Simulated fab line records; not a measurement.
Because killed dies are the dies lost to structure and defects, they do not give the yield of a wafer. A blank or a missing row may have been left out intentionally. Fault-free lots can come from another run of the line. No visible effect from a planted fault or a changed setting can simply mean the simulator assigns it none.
fab line records ; flow nandHarc
record: lots: 7; wafers: 19; lastDay: 22
route steps=1159 shown A_BONDPAD@1089 HYBRID_BOND@1094 THIN_TSV@1101
lots that met no fault: from a run of the same line without faults
startH: the number of hours between the record's first day and the start of the first shown wafer of the lot ; waitH: hours since the lot's step before ; " same as the row above ; L1.1+2: a row that stands for several wafers ; - no value present, or no start provided ; * or withheld: withheld ; < > ~ a bound
route shown NAME@n: names a module that has steps shown in the file, with the first one's number in the route ; usual: mean and standard deviation over wafers with no fault ; same: alike in all rows ; chamber/n: place in a boat ; sites: each site's reading ; _std_site: standard deviation of those values ; _edge_site: mean of outer sites minus mean of inner sites ; radiusMm: for every site, how far away it sits from the centre of the wafer ; mask NAME#n: copy n ; behind: the tool/chamber that last shaped the wafer ; hold: reason for holding the lot/hours on hold/outcome of the hold ; device: the transistor (n, p or np) that didn't switch ; end of line: the route-end tests of the same wafers ; where a step has no rows: the recipe by itself ; killed: not the wafer's yield, but the dies lost to structure and defects at the first sort ; map: shows each die of a wafer: x if killed, . if not, _ if none is there
set.NAME: the run value of the setting; set.NAME@STEP: its run value at that earlier step ; model.NAME: the simulator's own value behind a step, which no gauge read
certain route steps with their lots: each step a table, each wafer a row
services: from which hour (startH, from the record's first day; less than 0 if before it) a tool's chamber was out of use, for how many hours, and why
== steps ==
step: NHARC_A_BONDPAD_THK_MEAS_20
recipe: thkMeasGauge: xrf
usual: thkNm: 170.0/1.5
lot.wafer;tool;chamber;startH;waitH;thkNm
L714.1;filmMetro-01;-;413.36;-;171.8
L714.3;filmMetro-01;-;413.36;-;171.4
L714.4;filmMetro-01;-;413.36;-;170.6
L712.2;filmMetro-02;-;416.74;-;168.1
L712.5;filmMetro-02;-;416.74;-;171.5
L712.6;filmMetro-02;-;416.74;-;169.6
L717.1;filmMetro-01;-;437.83;-;171.4
L717.2;filmMetro-01;-;437.83;-;169.0
L717.6;filmMetro-01;-;437.83;-;170.5
L719.1;filmMetro-01;-;461.23;-;170.7
L719.5;filmMetro-01;-;461.23;-;170.2
L719.6;filmMetro-01;-;461.23;-;170.3
L722.4;filmMetro-01;-;485.46;-;168.7
L722.5;filmMetro-01;-;485.46;-;169.7
L722.6;filmMetro-01;-;485.46;-;169.0
L725.2;filmMetro-01;-;488.73;-;169.5
L725.6;filmMetro-01;-;488.73;-;170.9
L724.2;filmMetro-02;-;499.30;-;169.6
L724.6;filmMetro-02;-;499.30;-;171.7
step: NHARC_A_BONDPAD_SRD_21
recipe: timeS: 30; tempC: 23; dryTimeS: 20; spinRpm: 1500
step: NHARC_A_BONDPAD_INSPECT_23
usual: rawDefectCount: 490/140
lot.wafer;tool;chamber;startH;waitH;rawDefectCount
L714.1;defectInspect-02;-;413.56;0.0;714
L714.3;defectInspect-02;-;413.56;0.0;409
L714.4;defectInspect-02;-;413.56;0.0;622
L712.2;defectInspect-01;-;416.94;0.0;452
L712.5;defectInspect-01;-;416.94;0.0;510
L712.6;defectInspect-01;-;416.94;0.0;494
L717.1;defectInspect-02;-;438.03;0.0;389
L717.2;defectInspect-02;-;438.03;0.0;423
L717.6;defectInspect-02;-;438.03;0.0;359
L719.1;defectInspect-01;-;461.46;0.0;335
L719.5;defectInspect-01;-;461.46;0.0;484
L719.6;defectInspect-01;-;461.46;0.0;497
L722.4;defectInspect-02;-;485.66;0.0;347
L722.5;defectInspect-02;-;485.66;0.0;431
L722.6;defectInspect-02;-;485.66;0.0;373
L725.2;defectInspect-01;-;488.96;0.0;362
L725.6;defectInspect-01;-;488.96;0.0;459
L724.2;defectInspect-01;-;499.53;0.0;416
L724.6;defectInspect-01;-;499.53;0.0;605
step: NHARC_HYBRID_BOND_ACTIVATE_00
recipe: timeS: 60; n2FlowSccm: 200; arFlowSccm: 0; biasPowerW: 0; chemistry: N2
usual: drypumpMotorCurrentA: 5.71/0.23; oesProductAu: 1.000/0.015; rfVppV: 64.2/0.98; showerheadPlenumPTorr: 1.76/0.083
same: timeS: 60
lot.wafer;tool;chamber;startH;waitH;drypumpMotorCurrentA;oesProductAu;rfHoursCounterH;rfVppV;showerheadPlenumPTorr
L714.1;rieDiel-04;0;413.62;0.1;5.64;1.022;8;64.0;1.83
L714.3;rieDiel-04;2;413.62;0.1;5.52;0.966;11;65.0;1.83
L714.4;rieDiel-04;3;413.62;0.1;5.84;1.018;12;64.7;1.67
L712.2;rieDiel-02;2;417.03;0.1;6.44;1.020;33;66.2;1.91
L712.6;rieDiel-02;0;417.03;0.1;5.41;0.999;-;63.8;1.83
L712.5;rieDiel-02;1;417.03;0.1;5.38;1.024;-;65.0;1.63
L717.1;rieDiel-04;3;438.09;0.1;5.87;1.000;14;61.9;1.67
L717.2;rieDiel-04;1;438.09;0.1;5.70;0.982;13;63.5;1.66
L717.6;rieDiel-04;3;438.09;0.1;5.82;1.003;-;64.1;1.67
L719.1;rieDiel-04;1;461.52;0.1;5.74;0.991;15;63.3;1.66
L719.5;rieDiel-04;2;461.52;0.1;5.55;0.963;-;64.3;1.83
L719.6;rieDiel-04;0;461.52;0.1;5.67;1.022;-;64.8;1.83
L722.4;rieDiel-04;0;485.74;0.1;5.66;1.005;2;64.8;1.83
L722.5;rieDiel-04;0;485.74;0.1;5.68;1.016;-;64.8;1.83
L722.6;rieDiel-04;1;485.74;0.1;5.67;1.011;-;63.5;1.66
L725.2;rieDiel-04;3;489.02;0.1;5.85;0.989;2;63.9;1.67
L725.6;rieDiel-04;0;489.02;0.1;5.66;1.000;-;64.9;1.83
L724.2;rieDiel-04;0;499.60;0.1;5.67;1.023;3;62.9;1.83
L724.6;rieDiel-04;0;499.60;0.1;5.68;1.009;-;63.3;1.83
step: NHARC_HYBRID_BOND_PRECLEAN_01
recipe: timeS: 300; tempC: 23; chemistry: DIW
step: NHARC_HYBRID_BOND_SRD_02
recipe: timeS: 30; tempC: 23; dryTimeS: 20; spinRpm: 1500
step: NHARC_HYBRID_BOND_BOND_03
recipe: tempC: 25
step: NHARC_HYBRID_BOND_ANNEAL_04
recipe: tempC: 300; timeS: 7200; rampUpCPerMin: 5; rampDownCPerMin: 3; idleTempC: 100; pressureAtm: 1
step: NHARC_HYBRID_BOND_OVL_MEAS_05
usual: overlayXNm: 3/33; overlayYNm: -7/30
lot.wafer;tool;chamber;startH;waitH;overlayXNm;overlayYNm
L714.1;overlay-02;-;424.06;0.4;-5;-33
L714.3;overlay-02;-;424.06;0.4;51;-42
L714.4;overlay-02;-;424.06;0.4;-20;-9
L712.2;overlay-02;-;424.07;0.4;-5;-51
L712.5;overlay-02;-;424.07;0.4;-17;48
L712.6;overlay-02;-;424.07;0.4;-13;-13
L717.1;overlay-02;-;448.45;0.4;17;-17
L717.2;overlay-02;-;448.45;0.4;8;31
L717.6;overlay-02;-;448.45;0.4;-50;10
L719.1;overlay-01;-;474.22;0.4;9;18
L719.5;overlay-01;-;474.22;0.4;70;-60
L719.6;overlay-01;-;474.22;0.4;6;5
L722.4;overlay-02;-;495.53;0.4;51;8
L722.5;overlay-02;-;495.53;0.4;20;-20
L722.6;overlay-02;-;495.53;0.4;48;-20
L725.2;overlay-02;-;495.54;0.4;9;1
L725.6;overlay-02;-;495.54;0.4;23;51
L724.2;overlay-01;-;512.62;0.4;1;22
L724.6;overlay-01;-;512.62;0.4;21;-26
step: NHARC_HYBRID_BOND_INSPECT_06
recipe: inspectInstrument: irVoid
usual: rawDefectCount: 34/14
lot.wafer;tool;chamber;startH;waitH;rawDefectCount
L714.1;defectInspect-01;-;424.11;0.0;43
L714.3;defectInspect-01;-;424.11;0.0;39
L714.4;defectInspect-01;-;424.11;0.0;42
L712.2;defectInspect-01;-;424.14;0.1;37
L712.5;defectInspect-01;-;424.14;0.1;28
L712.6;defectInspect-01;-;424.14;0.1;34
L717.1;defectInspect-01;-;448.50;0.0;22
L717.2;defectInspect-01;-;448.50;0.0;18
L717.6;defectInspect-01;-;448.50;0.0;30
L719.1;defectInspect-01;-;474.27;0.0;26
L719.5;defectInspect-01;-;474.27;0.0;20
L719.6;defectInspect-01;-;474.27;0.0;26
L722.4;defectInspect-02;-;495.59;0.1;13
L722.5;defectInspect-02;-;495.59;0.1;15
L722.6;defectInspect-02;-;495.59;0.1;24
L725.2;defectInspect-02;-;495.60;0.1;22
L725.6;defectInspect-02;-;495.60;0.1;30
L724.2;defectInspect-01;-;512.67;0.1;32
L724.6;defectInspect-01;-;512.67;0.1;36
step: NHARC_THIN_TSV_GRIND_00
recipe: targetThkUm: 6
usual: headPressurePsi: 3.999/0.0083; motorCurrentA: 12.000/0.02
lot.wafer;tool;chamber;startH;waitH;headPressurePsi;motorCurrentA
L714.1;grinder-01;0;425.46;1.4;3.992;11.961
L714.3;grinder-01;0;425.46;1.4;3.991;12.023
L714.4;grinder-01;0;425.46;1.4;4.002;11.957
L712.2;grinder-01;0;426.89;2.7;4.002;12.024
L712.5;grinder-01;0;426.89;2.7;4.002;11.972
L712.6;grinder-01;0;426.89;2.7;4.008;12.017
L717.1;grinder-01;0;448.65;0.1;4.000;11.976
L717.2;grinder-01;0;448.65;0.1;3.990;11.997
L717.6;grinder-01;0;448.65;0.1;3.997;12.019
L719.1;grinder-01;0;475.62;1.4;3.995;12.007
L719.5;grinder-01;0;475.62;1.4;3.992;11.992
L719.6;grinder-01;0;475.62;1.4;3.998;11.997
L722.4;grinder-01;0;496.33;0.7;3.999;12.025
L722.5;grinder-01;0;496.33;0.7;4.004;11.988
L722.6;grinder-01;0;496.33;0.7;4.008;11.951
L725.2;grinder-01;0;498.32;2.7;3.981;12.006
L725.6;grinder-01;0;498.32;2.7;4.006;12.028
L724.2;grinder-01;0;513.02;0.3;3.999;12.007
L724.6;grinder-01;0;513.02;0.3;4.000;12.034
step: NHARC_THIN_TSV_CMP_01
recipe: targetThkUm: 3
usual: motorCurrentA: 12.0/1.1; slurryFilterDpKPa: 13.50/0.14
lot.wafer;tool;chamber;startH;waitH;motorCurrentA;slurryFilterDpKPa
L714.3;cmp-04;3;426.74;0.7;13.3;13.40
L714.4;cmp-04;0;426.74;0.7;12.8;13.31
L714.1;cmp-04;1;426.74;0.7;13.2;13.56
L712.2;cmp-04;3;427.99;0.9;12.9;13.38
L712.6;cmp-04;0;427.99;0.9;11.9;13.62
L712.5;cmp-04;1;427.99;0.9;13.2;13.49
L717.2;cmp-04;1;449.92;0.9;12.7;13.48
L717.1;cmp-04;3;449.92;0.9;13.1;13.46
L717.6;cmp-04;0;449.92;0.9;12.0;13.67
L719.1;cmp-04;3;476.92;1.1;13.2;13.43
L719.6;cmp-04;0;476.92;1.1;11.8;13.79
L719.5;cmp-04;1;476.92;1.1;13.5;13.41
L722.4;cmp-04;3;496.96;0.4;13.4;13.33
L722.5;cmp-04;3;496.96;0.4;12.9;13.27
L722.6;cmp-04;0;496.96;0.4;11.7;13.31
L725.2;cmp-01;1;499.37;0.9;10.7;13.68
L725.6;cmp-01;1;499.37;0.9;11.0;13.53
L724.2;cmp-02;3;514.12;0.9;11.7;13.42
L724.6;cmp-02;1;514.12;0.9;13.0;14.00
step: NHARC_THIN_TSV_THK_MEAS_02
recipe: thkMeasGauge: ir
usual: thkNm: 3007/220
lot.wafer;tool;chamber;startH;waitH;thkNm
L714.1;filmMetro-01;-;426.98;-;3171
L714.3;filmMetro-01;-;426.98;-;3320
L714.4;filmMetro-01;-;426.98;-;3539
L712.2;filmMetro-01;-;428.18;0.2;3084
L712.5;filmMetro-01;-;428.18;0.2;3137
L712.6;filmMetro-01;-;428.18;0.2;3007
L717.1;filmMetro-01;-;450.16;-;3348
L717.2;filmMetro-01;-;450.16;-;2821
L717.6;filmMetro-01;-;450.16;-;2965
L719.1;filmMetro-02;-;477.11;-;3250
L719.5;filmMetro-02;-;477.11;-;3223
L719.6;filmMetro-02;-;477.11;-;3134
L722.4;filmMetro-02;-;497.22;-;1
L722.5;filmMetro-02;-;497.22;-;1
L722.6;filmMetro-02;-;497.22;-;0
L725.2;filmMetro-01;-;499.61;-;0
L725.6;filmMetro-01;-;499.61;-;1
L724.2;filmMetro-01;-;514.31;0.2;2
L724.6;filmMetro-01;-;514.31;0.2;1
step: NHARC_THIN_TSV_SRD_03
== services ==
tool;chamber;startH;hours;kind
rieDiel-04;0;395.90;-;clean
rieDiel-04;1;395.90;-;clean
rieDiel-04;2;395.90;-;clean
rieDiel-04;3;395.90;-;clean
cmp-04;-;399.10;4.0;pm
rieDiel-04;0;420.40;-;clean
rieDiel-04;1;420.40;-;clean
rieDiel-04;2;420.40;-;clean
rieDiel-04;3;420.40;-;clean
cmp-02;-;422.72;4.0;pm
rieDiel-04;2;426.20;2.4;repair
cmp-04;-;437.06;1.0;repair
grinder-01;-;437.55;0.4;repair
rieDiel-04;0;444.90;-;clean
rieDiel-04;1;444.90;-;clean
cmp-04;-;450.74;3.6;repair
rieDiel-04;3;454.16;9.2;repair
grinder-01;-;463.08;3.4;repair
rieDiel-04;-;465.90;9.0;pm
cmp-01;-;474.33;4.0;pm
cmp-02;-;475.37;0.5;repair
cmp-02;-;496.43;1.2;repair
cmp-04;-;497.10;4.0;pm
rieDiel-02;-;505.07;9.0;pm
== key ==
firstSign: step: NHARC_THIN_TSV_THK_MEAS_02; reading: thkNm; direction: down; sigmas: 14; usual: 3007; struck: 1
effect none on later readings
metAt NHARC_THIN_TSV_GRIND_00
struckWafers L722.4,L722.5,L722.6,L724.2,L724.6,L725.2,L725.6
laterRowsLeftOut L722.4,L722.5,L722.6,L724.2,L724.6,L725.2,L725.6
sortLeftOut L722.4,L722.5,L722.6,L724.2,L724.6,L725.2,L725.6
onsetBetween 475.62 496.33
alsoFits time
fault: kind: processParameterDrift; tool: grinder-01; chamber: -; onsetH: 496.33; steps: NHARC_THIN_TSV_GRIND_00; channel: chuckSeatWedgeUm; offset: 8; shape: step; endH: 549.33
sortLeftOut: the simulated sort isn't trusted on such a fault, so these wafers' sort isn't shown, and their yield isn't known
laterRowsLeftOut: the simulator's readings of these wafers behind a module that went badly wrong aren't trusted and aren't shown, but for the sort
